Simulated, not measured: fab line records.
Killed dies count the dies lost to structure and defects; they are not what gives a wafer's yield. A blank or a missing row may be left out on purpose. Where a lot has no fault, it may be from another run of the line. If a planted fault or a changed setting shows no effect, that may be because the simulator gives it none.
Chamber matching + flow n5 finfet + N5_MOL_CONTACT_COAG_ETCH_67 on rie diel-03 has 4 sister chambers
The step etches SOC in N2/H2, target depth 60 nm, overetch 21 nm, time 101.2 s. 8 wafers are shown with their chamber, then 8 later ones without.

== EACH WAFER AND ITS CHAMBER ==
| wafer  | chamber | showerhead plenum p Torr (Torr) | oes product au (a.u.) |
|--------|---------|---------------------------------|-----------------------|
| L944.2 | 3       | 2.50                            | 0.60                  |
| L945.1 | 3       | 2.50                            | 0.59                  |
| L945.3 | 1       | 2.49                            | 0.75                  |
| L945.4 | 1       | 2.49                            | 0.74                  |
| L946.5 | 0       | 2.59                            | 0.82                  |
| L947.2 | 2       | 2.61                            | 0.77                  |
| L947.4 | 2       | 2.60                            | 0.77                  |
| L947.6 | 0       | 2.59                            | 0.80                  |

== WAFERS WHOSE CHAMBER IS MISSING ==
| wafer  | showerhead plenum p Torr (Torr) | oes product au (a.u.) |
|--------|---------------------------------|-----------------------|
| L953.4 | 2.49                            | 0.79                  |
| L953.5 | 2.49                            | 0.80                  |
| L957.2 | 2.48                            | 0.71                  |
| L957.4 | 2.60                            | 0.73                  |
| L957.6 | 2.48                            | 0.71                  |
| L962.1 | 2.47                            | 0.70                  |
| L962.2 | 2.58                            | 0.74                  |
| L962.6 | 2.58                            | 0.74                  |

== WHICH CHAMBER EACH ONE RAN IN ==
| wafer  | from the rows above     | in truth                   |
|--------|-------------------------|----------------------------|
| L953.4 | 1                       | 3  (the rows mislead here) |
| L953.5 | 1                       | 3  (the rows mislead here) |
| L957.2 | 1                       | 1                          |
| L957.4 | 2                       | 2                          |
| L957.6 | 1                       | 1                          |
| L962.1 | 1                       | 1                          |
| L962.2 | can't be placed: 2 or 0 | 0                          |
| L962.6 | can't be placed: 2 or 0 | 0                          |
Correct placement for 4 of the 8. Unplaceable from these rows: 2, with the true chamber sitting among the candidates in 2. Wrongly placed: 2.
How it was worked out, from the rows above alone: a wafer's distance from a chamber is the root of the sum, over the readings, of the square of ((its reading less the chamber's mean) divided by the reading's scatter). If the next closest chamber is less than 2 further off than the closest, the wafer can't be placed; otherwise it belongs to the closest. The mean given for a chamber averages the wafers shown for that chamber. How the scatter is found: for the shown wafers, subtract from each reading the mean of its chamber, square and add these, divide the total by (wafers less chambers), then take the root.
